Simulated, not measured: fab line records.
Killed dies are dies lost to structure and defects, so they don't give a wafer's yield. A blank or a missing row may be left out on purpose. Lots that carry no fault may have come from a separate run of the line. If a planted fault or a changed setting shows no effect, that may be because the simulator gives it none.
Split-lot study / flow n5_finfet / route with 1938 steps; 7 lots, 39 wafers read

THE SPLIT
At N5_SD_EPI_P_EPI_21 (deposits SiGe:B, time 355 s), the setting temp_c was moved away from the recipe's 550 C on 15 of the 39 wafers read, by -0.7% to +0.5%. The other wafers ran this setting at the recipe's value.

FROM THE SPLIT TO THE READING: what the file shows between them, 8 steps
- N5_SD_EPI_P_EPI_MEAS_23
- N5_SD_EPI_P_HM_STRIP_48: strips SiNx in H3PO4, material SiNx, target depth 3 nm
- N5_SD_EPI_P_SRD_49: time 30 s
- N5_SD_EPI_P_PRECLEAN_24: cleans in O3/DIW, time 45 s
- N5_SD_EPI_P_PRECLEAN_32: cleans in dHF, time 10 s
- N5_SD_EPI_P_PRECLEAN_33: cleans in SC2, time 45 s
- N5_SD_ACTIVATION_RTA_00: time 0 s
- N5_SD_ACTIVATION_LSA_01: time 0.0008 s

THE READING
RS_SD_P in ohm/sq, measured at N5_SD_ACTIVATION_RS_MEAS_03 by four-point-probe. On this fab line, fault-free wafers typically give 56.3 ohm/sq with a standard deviation of 0.9 ohm/sq.

wafer=L075.1; tool, chamber at the split=epi_rpcvd-02, 0; temp_c as run, C=550; against the recipe=recipe; RS_SD_P, ohm/sq=56.8; against lot-mates on the recipe=-
wafer=L075.2; tool, chamber at the split=epi_rpcvd-02, 0; temp_c as run, C=550; against the recipe=recipe; RS_SD_P, ohm/sq=57.0; against lot-mates on the recipe=-
wafer=L075.3; tool, chamber at the split=epi_rpcvd-02, 0; temp_c as run, C=546; against the recipe=-0.7%; RS_SD_P, ohm/sq=62.7; against lot-mates on the recipe=+6.0
wafer=L075.4; tool, chamber at the split=epi_rpcvd-02, 0; temp_c as run, C=546; against the recipe=-0.7%; RS_SD_P, ohm/sq=63.1; against lot-mates on the recipe=+6.4
wafer=L075.5; tool, chamber at the split=epi_rpcvd-02, 0; temp_c as run, C=550; against the recipe=recipe; RS_SD_P, ohm/sq=56.3; against lot-mates on the recipe=-
wafer=L075.6; tool, chamber at the split=epi_rpcvd-02, 0; temp_c as run, C=546; against the recipe=-0.7%; RS_SD_P, ohm/sq=63.9; against lot-mates on the recipe=+7.2
wafer=L079.1; tool, chamber at the split=epi_rpcvd-02, 0; temp_c as run, C=550; against the recipe=recipe; RS_SD_P, ohm/sq=56.1; against lot-mates on the recipe=-
wafer=L079.2; tool, chamber at the split=epi_rpcvd-02, 0; temp_c as run, C=550; against the recipe=recipe; RS_SD_P, ohm/sq=55.2; against lot-mates on the recipe=-
wafer=L079.3; tool, chamber at the split=epi_rpcvd-02, 0; temp_c as run, C=550; against the recipe=recipe; RS_SD_P, ohm/sq=55.1; against lot-mates on the recipe=-
wafer=L079.4; tool, chamber at the split=epi_rpcvd-02, 0; temp_c as run, C=546.4; against the recipe=-0.7%; RS_SD_P, ohm/sq=59.9; against lot-mates on the recipe=+4.4
wafer=L079.5; tool, chamber at the split=epi_rpcvd-02, 0; temp_c as run, C=546.4; against the recipe=-0.7%; RS_SD_P, ohm/sq=60.1; against lot-mates on the recipe=+4.6
wafer=L079.6; tool, chamber at the split=epi_rpcvd-02, 0; temp_c as run, C=546.4; against the recipe=-0.7%; RS_SD_P, ohm/sq=60.2; against lot-mates on the recipe=+4.7
wafer=L082.1; tool, chamber at the split=epi_rpcvd-01, 0; temp_c as run, C=552.6; against the recipe=+0.5%; RS_SD_P, ohm/sq=52.0; against lot-mates on the recipe=-3.3
wafer=L082.2; tool, chamber at the split=epi_rpcvd-01, 0; temp_c as run, C=550; against the recipe=recipe; RS_SD_P, ohm/sq=55.4; against lot-mates on the recipe=-
wafer=L082.3; tool, chamber at the split=epi_rpcvd-01, 0; temp_c as run, C=552.6; against the recipe=+0.5%; RS_SD_P, ohm/sq=52.0; against lot-mates on the recipe=-3.3
wafer=L082.4; tool, chamber at the split=epi_rpcvd-01, 0; temp_c as run, C=552.6; against the recipe=+0.5%; RS_SD_P, ohm/sq=51.4; against lot-mates on the recipe=-3.9
wafer=L082.5; tool, chamber at the split=epi_rpcvd-01, 0; temp_c as run, C=550; against the recipe=recipe; RS_SD_P, ohm/sq=55.3; against lot-mates on the recipe=-
wafer=L082.6; tool, chamber at the split=epi_rpcvd-01, 0; temp_c as run, C=550; against the recipe=recipe; RS_SD_P, ohm/sq=55.2; against lot-mates on the recipe=-
wafer=L084.1; tool, chamber at the split=epi_rpcvd-01, 0; temp_c as run, C=550; against the recipe=recipe; RS_SD_P, ohm/sq=57.2; against lot-mates on the recipe=-
wafer=L084.2; tool, chamber at the split=epi_rpcvd-01, 0; temp_c as run, C=552.4; against the recipe=+0.4%; RS_SD_P, ohm/sq=54.1; against lot-mates on the recipe=-3.4
wafer=L084.3; tool, chamber at the split=epi_rpcvd-01, 0; temp_c as run, C=550; against the recipe=recipe; RS_SD_P, ohm/sq=58.0; against lot-mates on the recipe=-
wafer=L084.4; tool, chamber at the split=epi_rpcvd-01, 0; temp_c as run, C=550; against the recipe=recipe; RS_SD_P, ohm/sq=57.2; against lot-mates on the recipe=-
wafer=L084.5; tool, chamber at the split=epi_rpcvd-01, 0; temp_c as run, C=552.4; against the recipe=+0.4%; RS_SD_P, ohm/sq=54.3; against lot-mates on the recipe=-3.2
wafer=L084.6; tool, chamber at the split=epi_rpcvd-01, 0; temp_c as run, C=552.4; against the recipe=+0.4%; RS_SD_P, ohm/sq=53.9; against lot-mates on the recipe=-3.6
wafer=L086.1; tool, chamber at the split=epi_rpcvd-04, 0; temp_c as run, C=550; against the recipe=recipe; RS_SD_P, ohm/sq=55.8; against lot-mates on the recipe=-
wafer=L086.2; tool, chamber at the split=epi_rpcvd-04, 0; temp_c as run, C=550; against the recipe=recipe; RS_SD_P, ohm/sq=55.7; against lot-mates on the recipe=-
wafer=L086.4; tool, chamber at the split=epi_rpcvd-04, 0; temp_c as run, C=550; against the recipe=recipe; RS_SD_P, ohm/sq=56.1; against lot-mates on the recipe=-
wafer=L087.1; tool, chamber at the split=epi_rpcvd-04, 0; temp_c as run, C=550; against the recipe=recipe; RS_SD_P, ohm/sq=58.4; against lot-mates on the recipe=-
wafer=L087.2; tool, chamber at the split=epi_rpcvd-04, 0; temp_c as run, C=550; against the recipe=recipe; RS_SD_P, ohm/sq=56.7; against lot-mates on the recipe=-
wafer=L087.3; tool, chamber at the split=epi_rpcvd-04, 0; temp_c as run, C=550; against the recipe=recipe; RS_SD_P, ohm/sq=57.1; against lot-mates on the recipe=-
wafer=L087.4; tool, chamber at the split=epi_rpcvd-04, 0; temp_c as run, C=550; against the recipe=recipe; RS_SD_P, ohm/sq=57.6; against lot-mates on the recipe=-
wafer=L087.5; tool, chamber at the split=epi_rpcvd-04, 0; temp_c as run, C=550; against the recipe=recipe; RS_SD_P, ohm/sq=56.3; against lot-mates on the recipe=-
wafer=L087.6; tool, chamber at the split=epi_rpcvd-04, 0; temp_c as run, C=550; against the recipe=recipe; RS_SD_P, ohm/sq=57.0; against lot-mates on the recipe=-
wafer=L095.1; tool, chamber at the split=epi_rpcvd-04, 0; temp_c as run, C=550; against the recipe=recipe; RS_SD_P, ohm/sq=54.9; against lot-mates on the recipe=-
wafer=L095.2; tool, chamber at the split=epi_rpcvd-04, 0; temp_c as run, C=550; against the recipe=recipe; RS_SD_P, ohm/sq=55.2; against lot-mates on the recipe=-
wafer=L095.3; tool, chamber at the split=epi_rpcvd-04, 0; temp_c as run, C=548; against the recipe=-0.4%; RS_SD_P, ohm/sq=57.8; against lot-mates on the recipe=+2.5
wafer=L095.4; tool, chamber at the split=epi_rpcvd-04, 0; temp_c as run, C=548; against the recipe=-0.4%; RS_SD_P, ohm/sq=59.1; against lot-mates on the recipe=+3.8
wafer=L095.5; tool, chamber at the split=epi_rpcvd-04, 0; temp_c as run, C=548; against the recipe=-0.4%; RS_SD_P, ohm/sq=58.4; against lot-mates on the recipe=+3.1
wafer=L095.6; tool, chamber at the split=epi_rpcvd-04, 0; temp_c as run, C=550; against the recipe=recipe; RS_SD_P, ohm/sq=55.8; against lot-mates on the recipe=-

THE FIT
A straight line over all 39 wafers: RS_SD_P changes by -7.57 ohm/sq for each +1% of temp_c; r = -0.92; the points scatter about the line by 1.1 ohm/sq.
The same after taking each lot's own level away (the mean of its wafers on the recipe; 39 wafers): -7.97 ohm/sq for each +1%; r = -0.98; scatter 0.51 ohm/sq.
The reading moves by 5.8 ohm/sq for the largest change in temp_c, on that fit.
From 55.30 to 57.47 ohm/sq: that is the span of the lots' own levels, equal to 2.4 times the standard deviation above.
So the lot-to-lot level changes the slope little: the two slopes agree.
Check: with one of the wafers moved furthest among these (-0.7%) left out of the fit, the line predicts +5.83 ohm/sq for it against its lot-mates. It came out at +6 ohm/sq against them.

ADDITIONAL SPLITS CARRIED BY THESE WAFERS
Note: prior to the reading, these wafers also went through further splits. Each is held against what the fit with the lots' levels taken away leaves over:
other split on the same wafers=N5_ZERO_LAYER_PECVD_02 target_thk_a; wafers away from the commonest value=12; r with RS_SD_P (lot level and that fit taken away)=-0.23
other split on the same wafers=N5_DUMMY_GATE_ETCH_32 time_s; wafers away from the commonest value=15; r with RS_SD_P (lot level and that fit taken away)=+0.13

THE WHOLE CHAIN: every reading that the file lists as answering this split, in the file's order
step=N5_SD_EPI_P_EPI_21; what it does=deposits SiGe:B, time 355 s; reading=SiGe-B_of_SD_EPI_P_EPI_21.thk_nm (the simulator's own value, which no gauge read); change (the file's fit)=+7.64 nm for each +1% of the setting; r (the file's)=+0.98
step=N5_SD_EPI_P_EPI_MEAS_23; what it does=; reading=thk_nm; change (the file's fit)=withheld for each +1% of the setting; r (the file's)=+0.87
step=N5_SD_EPI_P_PRECLEAN_24; what it does=cleans in O3/DIW, time 45 s; reading=SiGe-B_of_SD_EPI_P_EPI_21.thk_nm (the simulator's own value, which no gauge read); change (the file's fit)=+7.53 nm for each +1% of the setting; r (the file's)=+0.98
step=N5_SD_ACTIVATION_RS_MEAS_03; what it does=measures by four-point-probe; reading=RS_SD_P; change (the file's fit)=-8.02 for each +1% of the setting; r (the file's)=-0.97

FILE'S OWN FIT
RS_SD_P changes by -8.02 ohm/sq for each +1% of temp_c, r = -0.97.
